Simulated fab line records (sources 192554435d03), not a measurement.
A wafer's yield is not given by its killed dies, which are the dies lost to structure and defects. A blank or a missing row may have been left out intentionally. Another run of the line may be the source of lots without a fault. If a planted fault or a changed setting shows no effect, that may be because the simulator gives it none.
Chamber matching | flow n5-finfet | N5_BEOL_M3_ILD_DEP_00 on pecvd-02: 3 sister chambers
The step deposits SiOC from DEMS/O2, target thk 79 nm, time 15.3 s. 6 wafers are shown with their chamber, then 10 later ones without.

WAFERS PAIRED WITH THEIR CHAMBERS
wafer  | chamber | throttle-valve-pct (%) | rf-fwd-power-W (W)
L084.5 | 1       | 12.3                   | 495.5
L085.1 | 0       | 12.5                   | 491.2
L085.3 | 1       | 12.1                   | 496.8
L085.6 | 2       | 11.1                   | 496.6
L087.2 | 2       | 11.1                   | 497.6
L087.3 | 0       | 12.6                   | 493.3

WAFERS WITH NO CHAMBER GIVEN
wafer  | throttle-valve-pct (%) | rf-fwd-power-W (W)
L087.5 | 12.9                   | 493.0
L090.2 | 12.8                   | 492.0
L090.3 | 11.2                   | 495.0
L090.4 | 12.8                   | 494.0
L094.1 | 12.7                   | 493.2
L094.4 | 11.5                   | 496.1
L094.5 | 12.5                   | 491.6
L097.3 | 12.8                   | 494.2
L097.5 | 12.6                   | 492.9
L097.6 | 12.0                   | 493.5

WHICH CHAMBER EACH WENT THROUGH
wafer  | from the rows above | in truth
L087.5 | 0                   | 0
L090.2 | 0                   | 0
L090.3 | 2                   | 2
L090.4 | 0                   | 0
L094.1 | 0                   | 0
L094.4 | 2                   | 2
L094.5 | 0                   | 0
L097.3 | 0                   | 0
L097.5 | 0                   | 0
L097.6 | 1                   | 1
Correct placement for 10 of the 10. Can't be placed from these rows: 0. Wrongly placed: 0.
How it was worked out, from the rows above alone: a wafer's distance from a chamber is the root of the sum, over the readings, of the square of ((its reading less the chamber's mean) divided by the reading's scatter). The wafer belongs to the nearest chamber; if the next one is less than 2 further off, it can't be placed. A chamber's mean is the mean of its shown wafers. The scatter: take each reading less its chamber's mean, square it, sum over the shown wafers, divide by the number of wafers less the number of chambers, and take the root.
